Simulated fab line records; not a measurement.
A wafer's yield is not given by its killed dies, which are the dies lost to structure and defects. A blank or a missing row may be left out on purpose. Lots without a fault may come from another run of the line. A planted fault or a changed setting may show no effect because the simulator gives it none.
What tool caused it?	flow n5_finfet	24 lots, 72 wafers sampled, at 6 steps of a route of 1938

WHAT EACH GAUGE READ, for each wafer
N5_BEOL_M13_THK_MEAS_01.
lot	measured	on	M13_ILD_THK (nm)
L074	day 10 16:38	film_metro-01	824 856 840
L075	day 10 17:33	film_metro-01	828 815 827
L077	day 10 18:47	film_metro-02	838 854 839
L076	day 10 19:08	film_metro-01	831 841 856
L078	day 11 09:16	film_metro-01	827 835 850
L079	day 11 20:20	film_metro-02	831 843 838
L080	day 11 19:58	film_metro-02	830 826 833
L081	day 12 00:14	film_metro-02	833 849 838
L082	day 12 02:22	film_metro-01	822 848 836
L083	day 13 01:28	film_metro-01	836 847 835
L085	day 13 10:28	film_metro-01	841 854 846
L086	day 13 11:19	film_metro-01	837 837 851
L084	day 13 11:26	film_metro-01	841 853 855
L087	day 13 15:55	film_metro-02	833 859 857
L088	day 14 04:05	film_metro-02	845 839 850
L089	day 14 11:14	film_metro-01	819 835 834
L091	day 14 12:10	film_metro-01	842 845 846
L090	day 14 17:08	film_metro-01	830 841 836
L093	day 15 06:19	film_metro-01	829 823 830
L092	day 15 12:55	film_metro-02	839 835 827
L094	day 15 18:05	film_metro-01	832 844 846
L095	day 16 08:56	film_metro-01	834 843 849
L097	day 17 02:25	film_metro-02	833 832 836
L096	day 17 03:10	film_metro-02	840 851 854

N5_BEOL_M13_OVL_MEAS_11.
lot	measured	on	V12_OVL (nm)
L074	day 10 16:59	overlay-02	3 8 4
L075	day 10 18:01	overlay-01	4 -2 1
L077	day 10 19:14	overlay-01	-9 2 -2
L076	day 10 19:36	overlay-02	-8 -5 1
L078	day 11 09:35	overlay-01	-7 -4 -15
L079	day 11 20:40	overlay-02	5 4 3
L080	day 11 20:25	overlay-02	2 8 5
L081	day 12 00:35	overlay-01	-2 -2 -1
L082	day 12 02:44	overlay-02	-1 -7 -3
L083	day 13 01:55	overlay-02	-2 -8 -2
L085	day 13 10:47	overlay-01	2 -14 -9
L086	day 13 11:39	overlay-01	-4 -6 -5
L084	day 13 11:54	overlay-02	-3 -1 4
L087	day 13 16:15	overlay-01	4 4 1
L088	day 14 04:25	overlay-01	3 -3 -7
L089	day 14 11:36	overlay-02	2 6 3
L091	day 14 12:31	overlay-02	-1 7 1
L090	day 14 17:35	overlay-02	-3 3 -4
L093	day 15 06:38	overlay-01	-11 -10 -20
L092	day 15 13:22	overlay-02	5 10 5
L094	day 15 18:32	overlay-01	-6 2 -13
L095	day 16 09:16	overlay-02	1 -2 -3
L097	day 17 02:53	overlay-02	-10 -11 -7
L096	day 17 03:29	overlay-02	-3 -5 -4

TOOL THAT RAN EACH LOT (tool first, then ch and the chambers of the sampled wafers, then the start)
lot	N5_BEOL_M12_VIA_ETCH_16	N5_BEOL_M12_DESCUM_33	N5_BEOL_M12_CMP_49	N5_BEOL_M13_ILD_DEP_00
L074	rie_diel-01 ch 0,1,2, day 10 11:08	rie_diel-01 ch 1,2, day 10 12:26	cmp-02 ch 0,3, day 10 15:59	pecvd-01 ch 0,1, day 10 16:25
L075	rie_diel-02 ch 0,1,2, day 10 12:35	rie_diel-01 ch 0,1,2, day 10 13:25	cmp-01 ch 0,1,3, day 10 16:57	pecvd-02 ch 0,1,2, day 10 17:24
L077	rie_diel-03 ch 0,1,2, day 10 14:26	rie_diel-03 ch 1,2,3, day 10 15:41	cmp-02 ch 0,1,3, day 10 18:05	pecvd-01 ch 0,1, day 10 18:34
L076	rie_diel-03 ch 0,1,2, day 10 14:46	rie_diel-02 ch 1,2,3, day 10 15:58	cmp-02 ch 1,2,3, day 10 18:26	pecvd-01 ch 0,1, day 10 18:56
L078	rie_diel-01 ch 1,3, day 11 06:05	rie_diel-03 ch 0,1, day 11 06:55	cmp-02 ch 0,3, day 11 08:32	pecvd-01 ch 0,1, day 11 09:03
L079	rie_diel-01 ch 0,1,3, day 11 13:43	rie_diel-02 ch 0,2,3, day 11 14:32	cmp-01 ch 1,3, day 11 19:44	pecvd-01 ch 0,2, day 11 20:11
L080	rie_diel-01 ch 0,2, day 11 15:47	rie_diel-01 ch 0,1, day 11 16:44	cmp-04 ch 0,1,2, day 11 19:19	pecvd-01 ch 0,1,2, day 11 19:49
L081	rie_diel-02 ch 0,2, day 11 18:58	rie_diel-02 ch 0,2,3, day 11 19:55	cmp-04 ch 1,2, day 11 23:32	pecvd-02 ch 0,2, day 12 00:02
L082	rie_diel-03 ch 0,1,3, day 11 21:31	rie_diel-03 ch 2,3, day 11 22:21	cmp-01 ch 1,3, day 12 01:42	pecvd-01 ch 0,2, day 12 02:13
L083	rie_diel-03 ch 0,2,3, day 12 19:58	rie_diel-01 ch 0,2,3, day 12 20:49	cmp-01 ch 1,2, day 13 00:52	pecvd-03 ch 0,2, day 13 01:18
L085	rie_diel-01 ch 0,1,2, day 13 05:14	rie_diel-03 ch 0,1, day 13 06:11	cmp-04 ch 0,1,2, day 13 09:49	pecvd-03 ch 0,2, day 13 10:17
L086	rie_diel-02 ch 2,3, day 13 06:20	rie_diel-03 ch 1,3, day 13 07:17	cmp-01 ch 1,2, day 13 10:41	pecvd-02 ch 0,1, day 13 11:10
L084	rie_diel-02 ch 1,2,3, day 13 07:12	rie_diel-03 ch 0,1,2, day 13 08:16	cmp-02 ch 0,3, day 13 10:48	pecvd-03 ch 0,2, day 13 11:17
L087	rie_diel-02 ch 1,2, day 13 11:15	rie_diel-03 ch 2,3, day 13 12:13	cmp-04 ch 0,1, day 13 15:17	pecvd-03 ch 1,2, day 13 15:46
L088	rie_diel-01 ch 1,2,3, day 13 23:10	rie_diel-02 ch 0,2,3, day 14 00:07	cmp-04 ch 0,1,3, day 14 03:28	pecvd-01 ch 1,2, day 14 03:56
L089	rie_diel-01 ch 1,2, day 14 07:40	rie_diel-03 ch 0,1,3, day 14 08:29	cmp-02 ch 0,1,2, day 14 10:41	pecvd-01 ch 0,1,2, day 14 11:05
L091	rie_diel-03 ch 0,1, day 14 07:48	rie_diel-02 ch 0,2, day 14 08:38	cmp-02 ch 0,1,2, day 14 11:37	pecvd-02 ch 1,2, day 14 12:01
L090	rie_diel-02 ch 0,1,3, day 14 09:20	rie_diel-02 ch 0,1, day 14 10:20	cmp-04 ch 0,2,3, day 14 16:37	pecvd-02 ch 0,1, day 14 16:59
L093	rie_diel-02 ch 1,2, day 15 01:44	rie_diel-01 ch 0,2,3, day 15 02:41	cmp-02 ch 0,1,2, day 15 05:40	pecvd-02 ch 0,1, day 15 06:10
L092	rie_diel-01 ch 0,2,3, day 15 07:39	rie_diel-03 ch 0,1,3, day 15 08:29	cmp-02 ch 2,3, day 15 12:16	pecvd-01 ch 1,2, day 15 12:46
L094	rie_diel-03 ch 0,1,2, day 15 13:43	rie_diel-01 ch 1,2, day 15 14:32	cmp-01 ch 2,3, day 15 17:27	pecvd-03 ch 0,2, day 15 17:56
L095	rie_diel-02 ch 1,2,3, day 16 03:43	rie_diel-03 ch 2,3, day 16 04:41	cmp-01 ch 0,2, day 16 08:18	pecvd-03 ch 0,1, day 16 08:47
L097	rie_diel-02 ch 0,3, day 16 20:39	rie_diel-01 ch 1,3, day 16 21:36	cmp-01 ch 0,3, day 17 01:49	pecvd-02 ch 0,1,2, day 17 02:16
L096	rie_diel-02 ch 1,2,3, day 16 23:07	rie_diel-02 ch 1,2, day 17 00:12	cmp-01 ch 0,1,3, day 17 02:35	pecvd-03 ch 0,2, day 17 02:57
- N5_BEOL_M12_VIA_ETCH_16: etches SiOC in C4F8/O2/Ar, target depth 724.8 nm.
- N5_BEOL_M12_DESCUM_33: chemistry O2, time 7.9 s.
- N5_BEOL_M12_CMP_49: polishes, stops on SiOC, t overpolish 20.6 s, target thk 320 nm.
- N5_BEOL_M13_ILD_DEP_00: deposits SiOC from DEMS/O2, target thk 837.92 nm, time 166.4 s.

AS READ BY THE TOOLS THEMSELVES (means over the sampled wafers that have a number; for cases with no such wafer, the mark the record gives instead)
N5_BEOL_M12_VIA_ETCH_16.
lot	tool	chamber_pressure_mTorr (mTorr)	drypump_motor_current_A (A)	he_outer_torr (Torr)	oes_product_au (a.u.)	rf_vpp_V (V)	showerhead_plenum_p_Torr (Torr)	throttle_valve_pct (%)
L074	rie_diel-01	29.994	5.9	29.97	0.76	664	3.40	23.85
L075	rie_diel-02	30.006	5.3	30.00	0.71	664	3.39	24.12
L077	rie_diel-03	29.991	6.2	30.04	0.70	665	3.37	23.94
L076	rie_diel-03	29.999	6.2	30.00	0.70	664	3.37	23.94
L078	rie_diel-01	30.012	6.0	29.98	0.75	666	3.42	23.99
L079	rie_diel-01	29.991	6.1	30.07	0.77	667	3.46	23.87
L080	rie_diel-01	29.969	5.8	29.97	0.71	666	3.42	23.84
L081	rie_diel-02	29.959	5.6	30.01	0.72	666	3.44	24.04
L082	rie_diel-03	29.998	6.1	30.04	0.77	665	3.41	24.02
L083	rie_diel-03	29.967	6.3	30.01	0.75	662	3.31	24.01
L085	rie_diel-01	29.981	5.9	30.03	0.73	665	3.39	23.89
L086	rie_diel-02	29.998	5.7	30.04	0.75	667	3.46	24.42
L084	rie_diel-02	29.985	5.4	30.02	0.77	668	3.51	24.20
L087	rie_diel-02	30.015	5.1	30.00	0.84	670	3.58	24.03
L088	rie_diel-01	30.038	5.9	30.08	0.71	666	3.42	23.98
L089	rie_diel-01	30.015	5.7	30.02	0.68	663	3.36	23.98
L091	rie_diel-03	29.996	6.0	29.93	0.86	667	3.44	23.78
L090	rie_diel-02	29.965	5.4	30.06	0.73	667	3.49	24.00
L093	rie_diel-02	29.972	5.3	30.04	0.78	668	3.52	24.27
L092	rie_diel-01	29.990	6.0	30.03	0.70	667	3.47	23.88
L094	rie_diel-03	29.997	6.2	30.05	0.84	668	3.48	23.78
L095	rie_diel-02	30.015	5.4	30.03	0.74	666	3.50	24.23
L097	rie_diel-02	29.985	5.8	30.01	0.66	664	3.42	24.20
L096	rie_diel-02	29.994	5.4	30.04	0.73	667	3.50	24.24

N5_BEOL_M12_DESCUM_33.
lot	tool	chamber_pressure_mTorr (mTorr)	drypump_motor_current_A (A)	oes_product_au (a.u.)	rf_vpp_V (V)	showerhead_plenum_p_Torr (Torr)	throttle_valve_pct (%)
L074	rie_diel-01	19.991	5.7	0.78	243.1	2.06	20.12
L075	rie_diel-01	20.013	5.9	0.83	243.1	2.08	20.03
L077	rie_diel-03	20.001	6.2	0.80	243.1	2.07	20.41
L076	rie_diel-02	19.997	5.4	0.78	242.5	2.07	20.48
L078	rie_diel-03	20.002	6.0	0.78	243.5	2.12	20.27
L079	rie_diel-02	19.999	5.6	0.81	244.1	2.11	20.35
L080	rie_diel-01	19.993	5.9	0.86	242.8	2.06	20.07
L081	rie_diel-02	20.021	5.6	0.81	243.6	2.11	20.36
L082	rie_diel-03	19.987	6.4	0.78	242.9	2.01	20.40
L083	rie_diel-01	20.016	6.0	0.79	244.2	2.13	20.06
L085	rie_diel-03	19.984	6.1	0.82	243.1	2.08	20.12
L086	rie_diel-03	19.994	6.1	0.84	243.3	2.09	20.44
L084	rie_diel-03	19.987	6.2	0.75	243.2	2.05	20.28
L087	rie_diel-03	20.005	6.4	0.76	242.7	2.00	20.42
L088	rie_diel-02	19.994	5.6	0.79	243.2	2.10	20.39
L089	rie_diel-03	20.006	6.1	0.91	242.5	2.08	20.17
L091	rie_diel-02	20.003	5.6	0.82	243.7	2.11	20.46
L090	rie_diel-02	20.003	5.0	0.87	244.4	2.18	20.03
L093	rie_diel-01	19.991	6.0	0.78	242.9	2.12	20.08
L092	rie_diel-03	19.995	6.1	0.88	243.3	2.08	20.19
L094	rie_diel-01	20.002	5.8	0.78	243.0	2.02	20.22
L095	rie_diel-03	20.006	6.3	0.91	243.6	2.11	20.34
L097	rie_diel-01	20.002	6.0	0.79	242.2	2.07	20.24
L096	rie_diel-02	19.992	5.3	0.85	244.4	2.15	20.50

N5_BEOL_M12_CMP_49.
lot	tool	barrier_field_endpoint_s (s)	head_pressure_psi (psi)	motor_current_A (A)	overpolish_run_s (s)
L074	cmp-02	29.4	1.0010	6.2	20.608
L075	cmp-01	29.6	0.9997	6.3	20.598
L077	cmp-02	29.6	0.9997	6.5	20.601
L076	cmp-02	29.8	0.9965	6.6	20.598
L078	cmp-02	29.6	0.9998	6.6	20.597
L079	cmp-01	29.5	1.0001	6.1	20.606
L080	cmp-04	29.7	0.9999	5.9	20.596
L081	cmp-04	29.7	0.9983	6.0	20.597
L082	cmp-01	30.0	0.9988	6.0	20.601
L083	cmp-01	30.1	1.0000	6.2	20.607
L085	cmp-04	30.7	0.9990	6.1	20.589
L086	cmp-01	30.6	1.0007	6.2	20.607
L084	cmp-02	29.7	1.0003	6.3	20.604
L087	cmp-04	29.8	1.0008	5.8	20.598
L088	cmp-04	30.6	1.0002	5.7	20.601
L089	cmp-02	29.9	1.0003	6.6	20.600
L091	cmp-02	29.5	0.9992	6.7	20.594
L090	cmp-04	31.0	1.0003	6.3	20.586
L093	cmp-02	29.8	0.9999	6.8	20.588
L092	cmp-02	30.6	1.0011	6.2	20.603
L094	cmp-01	30.2	0.9980	6.3	20.602
L095	cmp-01	30.7	1.0012	6.7	20.607
L097	cmp-01	30.8	1.0000	6.3	20.605
L096	cmp-01	31.6	1.0000	6.5	20.607

N5_BEOL_M13_ILD_DEP_00.
lot	tool	heater_power_outer_w (W)	heater_power_w (W)	showerhead_plenum_p_Torr (Torr)	throttle_valve_pct (%)
L074	pecvd-01	280	526	5.694	12.3
L075	pecvd-02	253	489	5.702	11.8
L077	pecvd-01	268	518	5.693	12.2
L076	pecvd-01	295	550	5.687	11.9
L078	pecvd-01	286	539	5.686	11.9
L079	pecvd-01	211	404	5.687	11.7
L080	pecvd-01	237	451	5.692	11.8
L081	pecvd-02	294	528	5.706	12.2
L082	pecvd-01	214	409	5.690	11.6
L083	pecvd-03	227	386	5.708	12.3
L085	pecvd-03	217	383	5.713	12.3
L086	pecvd-02	262	510	5.703	12.1
L084	pecvd-03	237	412	5.705	12.8
L087	pecvd-03	242	421	5.700	12.0
L088	pecvd-01	237	436	5.693	11.8
L089	pecvd-01	286	521	5.691	11.8
L091	pecvd-02	228	432	5.701	11.5
L090	pecvd-02	264	500	5.707	12.0
L093	pecvd-02	260	493	5.709	11.9
L092	pecvd-01	302	536	5.697	12.1
L094	pecvd-03	228	405	5.705	12.9
L095	pecvd-03	254	473	5.698	12.3
L097	pecvd-02	264	482	5.715	12.1
L096	pecvd-03	225	395	5.708	12.6

THE ANSWER, worked out from the rows above alone
Rule: what is usual is taken from the lots themselves. The widest of any qualifying gaps counts: lots, ordered by their means at a reading, are off when they make up no more than a third of the lots, leave a main group of 4 or more, and stand apart from it by 3 or more times the standard deviation of that group's means. If all means in a main group match to the digits the tables above print for the reading, that group is not used. Also off: a lot with no number at a reading for which 4 or more lots have one. All remaining lots with rows at the step are treated as sound. Order of review: gauges by route order, followed by the tools' own readings, for which a lot's mean as printed above is used. The first step at which some lot is off is used, and at that step the reading that is off furthest; a lot without a number counts as furthest.
Across all readings shown, no lot is off: no conclusion can be drawn from this.

WHAT THE SIMULATOR PUT IN
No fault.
